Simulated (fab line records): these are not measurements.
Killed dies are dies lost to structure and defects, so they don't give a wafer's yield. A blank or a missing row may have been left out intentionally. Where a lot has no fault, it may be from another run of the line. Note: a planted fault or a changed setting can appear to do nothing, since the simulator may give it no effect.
fab line records	flow n5Finfet
[record] lots = 24	wafers = 72	lastDay = 18
route steps=1938 shown ZERO_LAYER@13 FIN_SAQP@97
lots that met no fault: taken from a fault-free run of the same line
startH: hours from the record's opening day to when the first of the lot's shown wafers began	waitH: how many hours have passed since the lot's step before this one	" repeats the value in the row above	L1.1+2: several wafers, shown together as one row	- either no value or no given start	* or withheld: withheld	< > ~ a bound
route shown NAME@n: names a module that has steps shown in the file, with the first one's number in the route	usual: mean and standard deviation over wafers with no fault	same: alike in all rows	chamber/n: place in a boat	sites: the reading at each site	_std_site: standard deviation of those values	_edge_site: mean of outer sites minus mean of inner sites	radiusMm: how far each site lies from the wafer's centre	mask NAME#n: copy n	behind: the most recent tool/chamber to have shaped the wafer	hold: what put the lot on hold/how long, in hours/how the hold closed	device: the n, p or np transistor that did not switch	end of line: the route-end tests of the same wafers	where a step has no rows: the recipe by itself	killed: count of dies lost to structure and defects at first sort (not the wafer's yield)	map: a wafer's dies, marking killed ones x, the rest . and places with no die _
set.NAME: the run value of the setting; set.NAME@STEP: its run value at that earlier step	model.NAME: the simulator's own value behind a step, which no gauge read
one table for each step of the route and one row for each wafer, over a sample of lots
services: the hour from which a tool's chamber was out of use, counted from the record's first day as startH (under 0 if before that day), plus the number of hours and why
[[steps]]
[step N5_ZERO_LAYER_CD_MEAS_11]
[recipe] targetCdNm = 2000	landingEnergyEv = 500	detector = seInlens
[usual] cdNm = 1999.8/2.6
lot.wafer	tool	chamber	startH	waitH	cdNm
L074.1	cdSem-02	0	12.64	-	2001.7
L074.3	"	0	"	"	2001.6
L074.4	"	0	"	"	1999.6
L075.1	cdSem-01	0	18.78	-	2000.6
L075.4	"	0	"	"	1998.9
L075.6	"	0	"	"	1999.8
L076.4	cdSem-01	0	24.67	-	2000.0
L076.5	"	0	"	"	1999.2
L076.6	"	0	"	"	1999.8
L077.3	cdSem-03	0	30.64	-	2000.5
L077.5	"	0	"	"	2003.8
L077.6	"	0	"	"	2000.2
L078.1	cdSem-02	0	36.64	-	2003.5
L078.2	"	0	"	"	2004.9
L078.3	"	0	"	"	2006.0
L079.2	cdSem-02	0	42.66	-	2000.0
L079.4	"	0	"	"	2003.9
L079.5	"	0	"	"	1999.1
L080.1	cdSem-03	0	48.64	-	1996.2
L080.4	"	0	"	"	1995.3
L080.5	"	0	"	"	1998.1
L081.1	cdSem-02	0	54.64	-	1995.5
L081.2	"	0	"	"	2001.0
L081.6	"	0	"	"	1997.8
L082.1	cdSem-02	0	60.64	-	2000.2
L082.3	"	0	"	"	2001.0
L082.4	"	0	"	"	1998.9
L083.3	cdSem-02	0	66.64	-	2000.6
L083.5	"	0	"	"	2000.8
L083.6	"	0	"	"	1997.5
L084.1	cdSem-01	0	72.64	-	1997.8
L084.2	"	0	"	"	1998.0
L084.5	"	0	"	"	1996.0
L085.2	cdSem-01	0	78.69	-	1997.3
L085.4	"	0	"	"	2001.3
L085.6	"	0	"	"	1996.3
L086.3	cdSem-03	0	84.77	-	2001.2
L086.4	"	0	"	"	2001.3
L086.6	"	0	"	"	2000.7
L087.2	cdSem-01	0	90.67	-	2004.3
L087.4	"	0	"	"	2003.1
L087.6	"	0	"	"	2006.0
L088.2	cdSem-01	0	96.64	-	1997.0
L088.4	"	0	"	"	2002.0
L088.6	"	0	"	"	1996.8
L089.1	cdSem-03	0	102.64	-	1998.0
L089.3	"	0	"	"	2000.7
L089.6	"	0	"	"	1998.1
L090.2	cdSem-02	0	108.77	-	1994.8
L090.3	"	0	"	"	1999.6
L090.5	"	0	"	"	2005.5
L091.3	cdSem-01	0	114.64	-	2000.3
L091.4	"	0	"	"	2002.3
L091.6	"	0	"	"	2002.6
L092.2	cdSem-03	0	120.77	-	2000.0
L092.3	"	0	"	"	2002.3
L092.5	"	0	"	"	2003.7
L093.2	cdSem-03	0	126.64	-	1997.9
L093.5	"	0	"	"	1996.9
L093.6	"	0	"	"	2002.8
L094.2	cdSem-02	0	132.64	-	1999.2
L094.4	"	0	"	"	2001.2
L094.5	"	0	"	"	1997.0
L095.1	cdSem-01	0	138.77	-	2004.4
L095.2	"	0	"	"	1997.9
L095.3	"	0	"	"	2002.9
L096.3	cdSem-02	0	144.78	-	1995.9
L096.5	"	0	"	"	1996.5
L096.6	"	0	"	"	2002.7
L097.1	cdSem-03	0	150.77	-	2001.7
L097.3	"	0	"	"	1999.8
L097.4	"	0	"	"	2003.3
[step N5_ZERO_LAYER_ETCH_18]
[recipe] chemistry = HBr/Cl2	target = Si	targetDepthA = 1200	timeS = 40	pressureMtorr = 10	icpW = 800	biasW = 75	HBr_flow_sccm = 150	Cl2_flow_sccm = 80
[usual] drypumpMotorCurrentA = 5.6/0.5	oesProductAu = 1.003/0.02	throttleValvePct = 36.2/0.45
[same] timeS = 40
lot.wafer	tool	chamber	startH	waitH	drypumpMotorCurrentA	oesProductAu	rfHoursCounterH	throttleValvePct
L074.1	rieSi-03	1	12.80	0.0	5.1	1.001	142	35.7
L074.3	"	0	"	"	6.4	0.991	112	35.8
L074.4	"	3	"	"	5.5	1.032	41	36.6
L075.1	rieSi-03	0	18.93	0.0	6.4	0.992	112	35.8
L075.4	"	3	"	"	5.5	1.035	41	36.6
L075.6	"	2	"	"	5.7	0.987	-	35.5
L076.4	rieSi-03	3	25.07	0.0	5.5	1.043	41	36.6
L076.5	"	3	"	"	5.5	1.024	-	36.6
L076.6	"	2	"	"	5.7	0.987	-	35.5
L077.3	rieSi-02	0	30.79	0.0	6.2	1.015	36	36.8
L077.5	"	0	"	"	6.2	1.002	-	36.8
L077.6	"	3	"	"	4.8	1.002	-	35.8
L078.1	rieSi-01	2	36.98	0.0	5.5	0.984	163	36.8
L078.2	"	3	"	"	4.7	0.989	47	36.4
L078.3	"	1	"	"	5.6	0.969	74	36.7
L079.2	rieSi-02	2	42.80	0.0	5.9	1.027	74	36.1
L079.4	"	3	"	"	4.8	0.999	27	35.8
L079.5	"	1	"	"	5.6	0.996	-	36.4
L080.1	rieSi-03	3	48.79	0.0	5.5	1.031	41	36.6
L080.4	"	1	"	"	5.1	1.006	143	35.7
L080.5	"	2	"	"	5.7	0.991	-	35.5
L081.1	rieSi-03	2	54.81	0.0	5.7	0.987	120	35.5
L081.2	"	3	"	"	5.5	1.036	41	36.6
L081.6	"	2	"	"	5.6	0.989	-	35.5
L082.1	rieSi-03	2	60.79	0.0	5.7	0.983	120	35.5
L082.3	"	3	"	"	5.5	1.026	42	36.6
L082.4	"	0	"	"	6.4	0.997	112	35.8
L083.3	rieSi-03	1	66.79	0.0	5.1	0.999	143	35.7
L083.5	"	3	"	"	5.6	1.038	-	36.6
L083.6	"	0	"	"	6.4	0.982	-	35.8
L084.1	rieSi-02	2	73.15	0.0	5.9	1.025	74	36.1
L084.2	"	3	"	"	4.8	1.002	27	35.8
L084.5	"	1	"	"	5.6	1.015	-	36.2
L085.2	rieSi-01	3	78.83	0.0	4.7	0.982	47	36.4
L085.4	"	1	"	"	5.6	0.975	75	36.7
L085.6	"	0	"	"	6.2	1.016	-	36.4
L086.3	rieSi-03	2	84.91	0.0	5.7	0.980	120	35.5
L086.4	"	1	"	"	5.1	1.004	144	35.7
L086.6	"	0	"	"	6.4	0.976	-	35.8
L087.2	rieSi-03	3	91.00	0.1	5.5	1.030	42	36.6
L087.4	"	1	"	"	5.1	1.001	144	35.7
L087.6	"	2	"	"	5.7	0.973	-	35.5
L088.2	rieSi-01	3	96.83	0.0	4.7	0.987	48	36.4
L088.4	"	2	"	"	5.5	0.995	164	36.8
L088.6	"	1	"	"	5.6	0.972	-	36.7
L089.1	rieSi-02	0	102.79	0.0	6.2	1.006	37	36.8
L089.3	"	1	"	"	5.6	1.017	1	36.2
L089.6	"	3	"	"	4.8	1.002	-	35.8
L090.2	rieSi-03	2	108.91	0.0	5.7	0.985	121	35.5
L090.3	"	1	"	"	5.1	0.994	144	35.7
L090.5	"	2	"	"	5.7	0.982	-	35.5
L091.3	rieSi-02	2	114.79	0.0	5.9	1.037	75	36.1
L091.4	"	0	"	"	6.2	1.001	37	36.8
L091.6	"	2	"	"	5.8	1.037	-	36.1
L092.2	rieSi-02	2	120.91	0.0	5.9	1.027	75	36.1
L092.3	"	0	"	"	6.2	0.997	38	36.8
L092.5	"	1	"	"	5.5	1.016	-	36.2
L093.2	rieSi-01	3	126.79	0.0	4.7	0.982	48	36.4
L093.5	"	2	"	"	5.5	0.986	-	36.8
L093.6	"	1	"	"	5.6	0.968	-	36.7
L094.2	rieSi-01	2	133.41	0.0	5.5	0.988	164	36.8
L094.4	"	0	"	"	6.3	1.023	81	36.4
L094.5	"	1	"	"	5.6	0.972	-	36.7
L095.1	rieSi-03	3	138.91	0.0	5.5	1.032	43	36.6
L095.2	"	1	"	"	5.1	0.993	145	35.7
L095.3	"	2	"	"	5.7	0.982	121	35.5
L096.3	rieSi-01	2	145.03	0.0	5.5	0.988	165	36.8
L096.5	"	3	"	"	4.7	0.983	-	36.4
L096.6	"	0	"	"	6.2	1.020	-	36.4
L097.1	rieSi-02	3	150.91	0.0	4.8	1.006	29	35.8
L097.3	"	2	"	"	5.8	1.035	75	36.1
L097.4	"	2	"	"	5.9	1.032	-	36.1
[step N5_ZERO_LAYER_STRIP_24]
[recipe] chemistry = O2	powerW = 1000	tempC = 250	overashFraction = 0.3	pressureMtorr = 1000	o2FlowSccm = 6750
[usual] drypumpMotorCurrentA = 5.5/0.34	heaterPowerW = 340/40	oesProductAu = 0.647/0.0042	stripTimeToEndpointS = 43.92/0.094
[same] overashFraction = 0.3
lot.wafer	tool	chamber	startH	waitH	drypumpMotorCurrentA	heaterPowerW	oesProductAu	rfHoursCounterH	stripTimeToEndpointS
L074.1	plasmaAsher-02	0	12.90	0.1	5.8	311	0.644	74	44.04
L074.3	"	0	"	"	5.8	297	0.643	-	44.05
L074.4	"	1	"	"	4.9	293	0.646	-	44.03
L075.1	plasmaAsher-01	0	19.03	0.1	5.6	384	0.638	25	43.89
L075.4	"	0	"	"	5.6	390	0.641	-	43.86
L075.6	"	1	"	"	5.5	367	0.653	-	43.76
L076.4	plasmaAsher-02	1	25.20	0.1	4.8	295	0.646	-	43.90
L076.5	"	0	"	"	5.8	307	0.643	-	43.89
L076.6	"	1	"	"	4.8	294	0.644	-	43.78
L077.3	plasmaAsher-01	1	30.91	0.1	5.4	357	0.647	-	44.00
L077.5	"	1	"	"	5.4	367	0.647	-	44.01
L077.6	"	0	"	"	5.6	384	0.656	-	44.01
L078.1	plasmaAsher-01	0	37.09	0.1	5.7	392	0.647	28	44.04
L078.2	"	1	"	"	5.5	357	0.653	28	43.92
L078.3	"	0	"	"	5.6	395	0.643	-	43.94
L079.2	plasmaAsher-02	1	42.91	0.1	4.9	304	0.643	81	43.79
L079.4	"	1	"	"	4.9	294	0.645	-	43.75
L079.5	"	1	"	"	4.9	297	0.642	-	43.87
L080.1	plasmaAsher-01	1	48.90	0.1	5.4	358	0.643	30	43.87
L080.4	"	0	"	"	5.6	388	0.647	-	43.90
L080.5	"	0	"	"	5.7	386	0.648	-	43.78
L081.1	plasmaAsher-01	1	54.92	0.1	5.4	360	0.647	31	44.04
L081.2	"	0	"	"	5.7	387	0.650	31	43.96
L081.6	"	0	"	"	5.7	392	0.641	-	43.94
L082.1	plasmaAsher-02	0	60.89	0.1	5.8	297	0.646	85	43.88
L082.3	"	1	"	"	4.9	298	0.650	-	43.81
L082.4	"	0	"	"	5.8	298	0.648	-	43.80
L083.3	plasmaAsher-01	0	66.91	0.1	5.7	396	0.644	-	43.79
L083.5	"	0	"	"	5.7	382	0.648	-	43.79
L083.6	"	1	"	"	5.5	367	0.644	-	43.77
L084.1	plasmaAsher-01	1	73.26	0.1	5.5	360	0.646	35	43.93
L084.2	"	0	"	"	5.7	391	0.647	35	43.97
L084.5	"	1	"	"	5.4	360	0.642	-	43.95
L085.2	plasmaAsher-02	1	78.94	0.1	4.9	294	0.649	88	43.96
L085.4	"	0	"	"	5.8	304	0.645	-	43.96
L085.6	"	0	"	"	5.8	308	0.652	-	43.97
L086.3	plasmaAsher-02	1	85.04	0.1	4.9	290	0.652	-	43.89
L086.4	"	0	"	"	5.8	310	0.648	-	43.92
L086.6	"	1	"	"	4.9	296	0.651	-	43.92
L087.2	plasmaAsher-01	1	91.10	0.1	5.5	359	0.647	39	44.06
L087.4	"	0	"	"	5.7	388	0.641	-	44.09
L087.6	"	1	"	"	5.4	369	0.657	-	44.01
L088.2	plasmaAsher-01	1	96.93	0.1	5.4	361	0.646	40	43.91
L088.4	"	1	"	"	5.4	358	0.647	-	43.93
L088.6	"	0	"	"	5.7	394	0.642	-	43.99
L089.1	plasmaAsher-02	1	102.89	0.1	4.9	296	0.641	93	43.90
L089.3	"	0	"	"	5.8	304	0.653	-	43.85
L089.6	"	1	"	"	4.9	292	0.647	-	43.88
L090.2	plasmaAsher-01	0	109.02	0.1	5.6	388	0.650	42	43.99
L090.3	"	0	"	"	5.7	397	0.644	-	43.98
L090.5	"	0	"	"	5.6	381	0.643	-	43.94
L091.3	plasmaAsher-02	0	114.91	0.1	5.8	298	0.655	-	43.88
L091.4	"	1	"	"	4.9	290	0.635	-	43.92
L091.6	"	0	"	"	5.8	298	0.649	-	43.81
L092.2	plasmaAsher-02	1	121.02	0.1	4.9	295	0.643	96	43.90
L092.3	"	0	"	"	5.8	295	0.644	-	43.83
L092.5	"	0	"	"	5.8	305	0.643	-	44.05
L093.2	plasmaAsher-01	0	126.89	0.1	5.6	387	0.644	45	43.85
L093.5	"	1	"	"	5.4	370	0.640	-	43.85
L093.6	"	0	"	"	5.7	395	0.653	-	43.92
L094.2	plasmaAsher-01	1	133.52	0.1	5.4	356	0.642	46	43.94
L094.4	"	1	"	"	5.4	369	0.653	-	43.92
L094.5	"	1	"	"	5.4	356	0.647	-	43.77
L095.1	plasmaAsher-01	0	139.07	0.1	5.6	383	0.651	48	43.74
L095.2	"	1	"	"	5.5	372	0.642	48	43.88
L095.3	"	1	"	"	5.5	366	0.642	-	43.79
L096.3	plasmaAsher-02	1	145.15	0.1	4.9	293	0.657	-	44.07
L096.5	"	0	"	"	5.8	298	0.642	-	43.97
L096.6	"	1	"	"	4.9	304	0.647	-	44.03
L097.1	plasmaAsher-02	0	151.02	0.1	5.8	303	0.641	103	43.88
L097.3	"	1	"	"	4.9	295	0.647	-	43.81
L097.4	"	0	"	"	5.8	300	0.639	-	43.84
[step N5_FIN_SAQP_THK_MEAS_05]
[usual] thkNm = 38.0/0.66
lot.wafer	tool	chamber	startH	waitH	thkNm
L074.1	filmMetro-01	-	21.00	0.1	37.1
L074.3	"	-	"	"	38.1
L074.4	"	-	"	"	38.1
L075.1	filmMetro-01	-	28.40	0.1	38.2
L075.4	"	-	"	"	38.9
L075.6	"	-	"	"	38.0
L076.4	filmMetro-01	-	32.78	0.0	37.6
L076.5	"	-	"	"	39.0
L076.6	"	-	"	"	38.8
L077.3	filmMetro-01	-	39.14	0.1	38.8
L077.5	"	-	"	"	38.7
L077.6	"	-	"	"	39.2
L078.1	filmMetro-01	-	44.91	0.1	37.8
L078.2	"	-	"	"	37.6
L078.3	"	-	"	"	39.1
L079.2	filmMetro-01	-	50.80	0.1	36.9
L079.4	"	-	"	"	38.3
L079.5	"	-	"	"	37.9
L080.1	filmMetro-02	-	58.20	0.1	38.4
L080.4	"	-	"	"	39.1
L080.5	"	-	"	"	38.5
L081.1	filmMetro-02	-	63.23	0.1	37.5
L081.2	"	-	"	"	38.0
L081.6	"	-	"	"	38.0
L082.1	filmMetro-02	-	69.23	0.1	37.0
L082.3	"	-	"	"	37.7
L082.4	"	-	"	"	37.5
L083.3	filmMetro-01	-	75.62	0.1	37.1
L083.5	"	-	"	"	38.0
L083.6	"	-	"	"	37.9
L084.1	filmMetro-02	-	81.35	0.1	37.3
L084.2	"	-	"	"	36.8
L084.5	"	-	"	"	36.7
L085.2	filmMetro-01	-	87.28	0.1	37.5
L085.4	"	-	"	"	38.0
L085.6	"	-	"	"	37.9
L086.3	filmMetro-02	-	92.68	0.1	38.1
L086.4	"	-	"	"	38.9
L086.6	"	-	"	"	38.5
L087.2	filmMetro-01	-	99.45	0.1	38.1
L087.4	"	-	"	"	39.1
L087.6	"	-	"	"	38.5
L088.2	filmMetro-02	-	104.79	0.1	38.0
L088.4	"	-	"	"	39.7
L088.6	"	-	"	"	38.8
L089.1	filmMetro-01	-	111.73	0.1	38.3
L089.3	"	-	"	"	37.6
L089.6	"	-	"	"	38.8
L090.2	filmMetro-02	-	116.89	0.1	37.0
L090.3	"	-	"	"	37.5
L090.5	"	-	"	"	38.6
L091.3	filmMetro-01	-	122.76	0.1	37.1
L091.4	"	-	"	"	37.4
L091.6	"	-	"	"	37.4
L092.2	filmMetro-02	-	129.16	0.1	37.5
L092.3	"	-	"	"	37.3
L092.5	"	-	"	"	38.2
L093.2	filmMetro-01	-	137.00	0.1	38.4
L093.5	"	-	"	"	39.0
L093.6	"	-	"	"	38.6
L094.2	filmMetro-01	-	141.79	0.1	37.8
L094.4	"	-	"	"	39.0
L094.5	"	-	"	"	38.4
L095.1	filmMetro-02	-	148.03	0.1	37.4
L095.2	"	-	"	"	37.9
L095.3	"	-	"	"	37.8
L096.3	filmMetro-01	-	154.32	0.1	37.2
L096.5	"	-	"	"	38.6
L096.6	"	-	"	"	36.8
L097.1	filmMetro-01	-	158.99	0.1	38.5
L097.3	"	-	"	"	37.9
L097.4	"	-	"	"	38.3
[step N5_FIN_SAQP_OVL_MEAS_17]
[recipe] pointsPerWafer = 44
[usual] FIN_CORE_OVL = 0.2/1.1
[same] pointsPerWafer = 44
lot.wafer	tool	chamber	startH	waitH	FIN_CORE_OVL[nm]
L074.1	overlay-01	0	21.82	0.0	0.2
L074.3	"	0	"	"	0.2
L074.4	"	0	"	"	1.0
L075.1	overlay-01	0	29.20	0.0	0.9
L075.4	"	0	"	"	0.1
L075.6	"	0	"	"	1.3
L076.4	overlay-01	0	33.51	0.0	-0.9
L076.5	"	0	"	"	-0.6
L076.6	"	0	"	"	-0.5
L077.3	overlay-01	0	39.85	0.0	-0.1
L077.5	"	0	"	"	0.5
L077.6	"	0	"	"	-1.1
L078.1	overlay-01	0	45.66	0.0	1.0
L078.2	"	0	"	"	1.5
L078.3	"	0	"	"	1.2
L079.2	overlay-02	0	51.40	0.0	-0.1
L079.4	"	0	"	"	-0.9
L079.5	"	0	"	"	2.0
L080.1	overlay-01	0	58.81	0.0	0.4
L080.4	"	0	"	"	1.8
L080.5	"	0	"	"	0.5
L081.1	overlay-01	0	63.84	0.0	0.3
L081.2	"	0	"	"	0.4
L081.6	"	0	"	"	2.0
L082.1	overlay-01	0	69.84	0.0	-0.5
L082.3	"	0	"	"	-0.4
L082.4	"	0	"	"	1.0
L083.3	overlay-01	0	76.23	0.0	0.1
L083.5	"	0	"	"	0.8
L083.6	"	0	"	"	2.1
L084.1	overlay-01	0	82.11	0.0	-0.3
L084.2	"	0	"	"	-0.3
L084.5	"	0	"	"	0.3
L085.2	overlay-02	0	88.01	0.0	0.0
L085.4	"	0	"	"	1.5
L085.6	"	0	"	"	-0.3
L086.3	overlay-01	0	93.41	0.0	2.3
L086.4	"	0	"	"	2.9
L086.6	"	0	"	"	4.3
L087.2	overlay-02	0	100.06	0.0	1.5
L087.4	"	0	"	"	0.6
L087.6	"	0	"	"	-0.2
L088.2	overlay-01	0	105.53	0.0	0.4
L088.4	"	0	"	"	-0.3
L088.6	"	0	"	"	0.6
L089.1	overlay-02	0	112.34	0.0	1.5
L089.3	"	0	"	"	0.8
L089.6	"	0	"	"	0.1
L090.2	overlay-02	0	117.49	0.0	-0.7
L090.3	"	0	"	"	-0.9
L090.5	"	0	"	"	-1.3
L091.3	overlay-02	0	123.49	0.0	0.4
L091.4	"	0	"	"	-1.2
L091.6	"	0	"	"	1.1
L092.2	overlay-01	0	129.90	0.0	-1.6
L092.3	"	0	"	"	0.4
L092.5	"	0	"	"	-1.2
L093.2	overlay-01	0	137.73	0.0	0.0
L093.5	"	0	"	"	0.9
L093.6	"	0	"	"	1.2
L094.2	overlay-01	0	142.52	0.0	-1.0
L094.4	"	0	"	"	-1.3
L094.5	"	0	"	"	-0.3
L095.1	overlay-02	0	148.77	0.0	0.6
L095.2	"	0	"	"	1.4
L095.3	"	0	"	"	0.3
L096.3	overlay-02	0	154.92	0.0	-0.3
L096.5	"	0	"	"	0.3
L096.6	"	0	"	"	0.1
L097.1	overlay-01	0	159.72	0.0	-2.2
L097.3	"	0	"	"	-1.2
L097.4	"	0	"	"	-2.1
[step N5_FIN_SAQP_INSPECT_18]
[recipe] mode = adi	inspectInstrument = brightfield
[usual] rawDefectCount = 435/140
lot.wafer	tool	chamber	startH	waitH	rawDefectCount
L074.1	defectInspect-02	-	21.84	0.0	506
L074.3	"	-	"	"	366
L074.4	"	-	"	"	303
L075.1	defectInspect-02	-	29.22	0.0	608
L075.4	"	-	"	"	519
L075.6	"	-	"	"	405
L076.4	defectInspect-02	-	33.53	0.0	398
L076.5	"	-	"	"	304
L076.6	"	-	"	"	420
L077.3	defectInspect-01	-	39.87	0.0	386
L077.5	"	-	"	"	395
L077.6	"	-	"	"	547
L078.1	defectInspect-02	-	45.69	0.0	474
L078.2	"	-	"	"	346
L078.3	"	-	"	"	428
L079.2	defectInspect-02	-	51.43	0.0	479
L079.4	"	-	"	"	330
L079.5	"	-	"	"	476
L080.1	defectInspect-02	-	58.84	0.0	645
L080.4	"	-	"	"	535
L080.5	"	-	"	"	736
L081.1	defectInspect-01	-	63.87	0.0	317
L081.2	"	-	"	"	292
L081.6	"	-	"	"	285
L082.1	defectInspect-02	-	69.86	0.0	598
L082.3	"	-	"	"	453
L082.4	"	-	"	"	436
L083.3	defectInspect-01	-	76.25	0.0	327
L083.5	"	-	"	"	286
L083.6	"	-	"	"	221
L084.1	defectInspect-02	-	82.13	0.0	422
L084.2	"	-	"	"	552
L084.5	"	-	"	"	465
L085.2	defectInspect-01	-	88.03	0.0	251
L085.4	"	-	"	"	304
L085.6	"	-	"	"	295
L086.3	defectInspect-01	-	93.44	0.0	352
L086.4	"	-	"	"	369
L086.6	"	-	"	"	244
L087.2	defectInspect-01	-	100.08	0.0	427
L087.4	"	-	"	"	491
L087.6	"	-	"	"	380
L088.2	defectInspect-02	-	105.55	0.0	288
L088.4	"	-	"	"	360
L088.6	"	-	"	"	344
L089.1	defectInspect-02	-	112.36	0.0	827
L089.3	"	-	"	"	510
L089.6	"	-	"	"	519
L090.2	defectInspect-02	-	117.52	0.0	386
L090.3	"	-	"	"	330
L090.5	"	-	"	"	275
L091.3	defectInspect-01	-	123.52	0.0	612
L091.4	"	-	"	"	686
L091.6	"	-	"	"	571
L092.2	defectInspect-02	-	129.93	0.0	403
L092.3	"	-	"	"	474
L092.5	"	-	"	"	420
L093.2	defectInspect-02	-	137.76	0.0	311
L093.5	"	-	"	"	504
L093.6	"	-	"	"	358
L094.2	defectInspect-02	-	142.54	0.0	571
L094.4	"	-	"	"	326
L094.5	"	-	"	"	428
L095.1	defectInspect-01	-	148.79	0.0	750
L095.2	"	-	"	"	631
L095.3	"	-	"	"	578
L096.3	defectInspect-01	-	154.94	0.0	268
L096.5	"	-	"	"	265
L096.6	"	-	"	"	461
L097.1	defectInspect-02	-	159.76	0.0	589
L097.3	"	-	"	"	422
L097.4	"	-	"	"	318
[[services]]
tool	chamber	startH	hours	kind
rieSi-02	2	-10.88	11.0	repair
plasmaAsher-02	-	2.75	0.3	repair
rieSi-02	1	45.69	-	clean
rieSi-02	1	45.69	23.9	scheduledDown
rieSi-02	1	45.69	23.9	ventCycle
rieSi-01	0	63.89	7.6	repair
rieSi-02	2	100.50	7.3	repair
rieSi-03	0	117.93	4.8	repair
rieSi-02	0	148.94	4.1	repair
[[key]]
fault none
